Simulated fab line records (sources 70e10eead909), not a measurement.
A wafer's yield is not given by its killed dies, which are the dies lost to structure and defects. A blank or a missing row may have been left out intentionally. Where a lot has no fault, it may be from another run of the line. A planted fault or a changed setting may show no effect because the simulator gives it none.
Matching of chambers | flow nandHarc | rieDiel-09 running NHARC_A_SGD_CUT_DESCUM_14: 4 sister chambers
The step chemistry O2, time 3 s. 4 wafers are shown with their chamber, then 8 later ones without.

== WAFERS PAIRED WITH THEIR CHAMBERS ==
wafer  | chamber | drypumpMotorCurrentA (A)
L078.6 | 2       | 5.79
L081.3 | 3       | 5.54
L081.4 | 0       | 5.38
L082.1 | 1       | 5.71

== WAFERS WITHOUT THEIR CHAMBER ==
wafer  | drypumpMotorCurrentA (A)
L082.4 | 5.84
L082.5 | 5.82
L082.2 | 5.36
L082.3 | 5.52
L082.6 | 5.72
L084.1 | 5.39
L084.2 | 5.74
L084.5 | 5.37

== THE CHAMBER EACH PASSED THROUGH ==
wafer  | from the rows above     | in truth
L082.4 | 2                       | 2
L082.5 | 2                       | 2
L082.2 | 0                       | 0
L082.3 | 3                       | 3
L082.6 | 1                       | 1
L084.1 | 0                       | 0
L084.2 | can't be placed: 1 or 2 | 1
L084.5 | 0                       | 0
7 of 8 placed correctly. These rows do not allow placing 1 (true chamber among the candidates in 1). Placed wrongly: 0.
How it was worked out, from the rows above alone: a wafer's distance from a chamber is the root of the sum, over the readings, of the square of ((its reading less the chamber's mean) divided by the reading's scatter). The wafer belongs to the nearest chamber; if the next one is less than 2 further off, it can't be placed. The mean given for a chamber averages the wafers shown for that chamber. The scatter: with one shown wafer a chamber, the root of the mean of the squares of how far each hidden wafer lies from its nearest shown one.
